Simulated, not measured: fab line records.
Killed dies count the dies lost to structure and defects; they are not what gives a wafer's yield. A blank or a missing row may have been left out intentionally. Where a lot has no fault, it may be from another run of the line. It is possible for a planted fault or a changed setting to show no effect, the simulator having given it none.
Check for tools in common    flow n5Finfet    26 wafers sampled across 9 lots

REASON IT WAS OPENED
Of 9 lots, 2 have the reading RS_SD_N flagged at N5_SD_ACTIVATION_RS_MEAS_03. No-fault wafers: 21.82 ohm/sq, standard deviation 0.25.
Rule: a lot is flagged when every wafer of it that has a number lies more than 4 standard deviations from that mean, or none has a number. The other lots count as sound.

lot   measured     on            RS_SD_N (ohm/sq), wafer by wafer  flag
L564  day 3 10:21  filmMetro-02  21.97 21.68 21.80                 
L567  day 4 04:41  filmMetro-01  21.78 21.45 21.91                 
L569  day 4 18:05  filmMetro-01  22.14 22.04 21.98                 
L570  day 5 02:56  filmMetro-01  21.86 21.90                       
L574  day 6 00:49  filmMetro-01  24.77 24.64 24.65                 FLAGGED
L577  day 6 17:23  filmMetro-01  24.59 25.05 24.52                 FLAGGED
L580  day 7 08:56  filmMetro-02  22.06 22.01 21.89                 
L582  day 7 20:07  filmMetro-01  22.03 22.08 22.06                 
L584  day 8 13:38  filmMetro-02  22.03 22.01 21.99                 
On average the flagged lots' numbers are 24.70 ohm/sq, which is +2.88 ohm/sq against the usual, or +12 standard deviations.

EACH LOT AND THE TOOL IT RAN ON
The record holds 2 process steps before the reading, out of a route of 1938 steps. Each cell gives the tool, then ch followed by the chambers the sampled wafers passed through, then the start.
lot   flag     N5_SD_EPI_P_ETCH_16               N5_SD_ACTIVATION_LSA_01
L564           rieDiel-01 ch 0,1,2, day 3 06:40  laserAnneal-01 ch 0, day 3 10:10
L567           rieDiel-06 ch 0,1,3, day 4 01:07  laserAnneal-02 ch 0, day 4 04:29
L569           rieDiel-05 ch 1,2,3, day 4 14:16  laserAnneal-02 ch 0, day 4 17:53
L570           rieDiel-05 ch 0,3, day 4 21:23    laserAnneal-01 ch 0, day 5 02:47
L574  FLAGGED  rieDiel-05 ch 1,3, day 5 21:14    laserAnneal-01 ch 0, day 6 00:38
L577  FLAGGED  rieDiel-05 ch 1,2, day 6 13:50    laserAnneal-01 ch 0, day 6 17:11
L580           rieDiel-05 ch 0,1,3, day 7 05:23  laserAnneal-02 ch 0, day 7 08:44
L582           rieDiel-05 ch 0,1, day 7 16:31    laserAnneal-02 ch 0, day 7 19:56
L584           rieDiel-05 ch 0,2, day 8 09:14    laserAnneal-02 ch 0, day 8 13:28
What is done by these steps:
- N5_SD_EPI_P_ETCH_16: etches SiO2 in CHF3/O2, target depth 5 nm.
- N5_SD_ACTIVATION_LSA_01: time 0.0008 s.
- N5_SD_ACTIVATION_RS_MEAS_03: measures by four-point-probe.

FLAGGED OVER TOTAL, TOOL BY TOOL (the gauges that took the reading come last)
step                         tool            lots run  flagged  share of the flagged lots  sound lots run after its first flagged lot
N5_SD_EPI_P_ETCH_16          rieDiel-01      1         0        none                       -
N5_SD_EPI_P_ETCH_16          rieDiel-05      7         2        all                        3 (L580,L582,L584)
N5_SD_EPI_P_ETCH_16          rieDiel-06      1         0        none                       -
N5_SD_ACTIVATION_LSA_01      laserAnneal-01  4         2        all                        0
N5_SD_ACTIVATION_LSA_01      laserAnneal-02  5         0        none                       -
N5_SD_ACTIVATION_RS_MEAS_03  filmMetro-01    6         2        all                        1 (L582)
N5_SD_ACTIVATION_RS_MEAS_03  filmMetro-02    3         0        none                       -

THE TABLE: WHAT IT ALLOWS
3 rows of the table ran every flagged lot: rieDiel-05 at N5_SD_EPI_P_ETCH_16, laserAnneal-01 at N5_SD_ACTIVATION_LSA_01, filmMetro-01 at N5_SD_ACTIVATION_RS_MEAS_03.
- rieDiel-05 at N5_SD_EPI_P_ETCH_16 ran 7 lots, 2 of them flagged. Lots that were sound ran on it after the first flagged one (L580, L582, L584); a persistent fault on the entire tool would not allow that.
- laserAnneal-01 at N5_SD_ACTIVATION_LSA_01 ran 4 lots, 2 of them flagged. A fault beginning between L570 (day 5 02:47), its last sound lot, and L574 (day 6 00:38), its first flagged one, fits the data. Its own readings (wafer_temp_C_max) fall more than 4 standard deviations out on all wafers of the flagged lots.
- filmMetro-01 at N5_SD_ACTIVATION_RS_MEAS_03 ran 6 lots, 2 of them flagged. Lots that were sound ran on it after the first flagged one (L582); a persistent fault on the entire tool would not allow that.
What remains is a single tool, laserAnneal-01 at N5_SD_ACTIVATION_LSA_01.

WHAT THE SIMULATOR PUT IN
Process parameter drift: laserAnneal-01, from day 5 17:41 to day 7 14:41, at N5_SD_ACTIVATION_LSA_01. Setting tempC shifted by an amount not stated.
Lots struck among those shown: L574, L577. The rule above found the same.
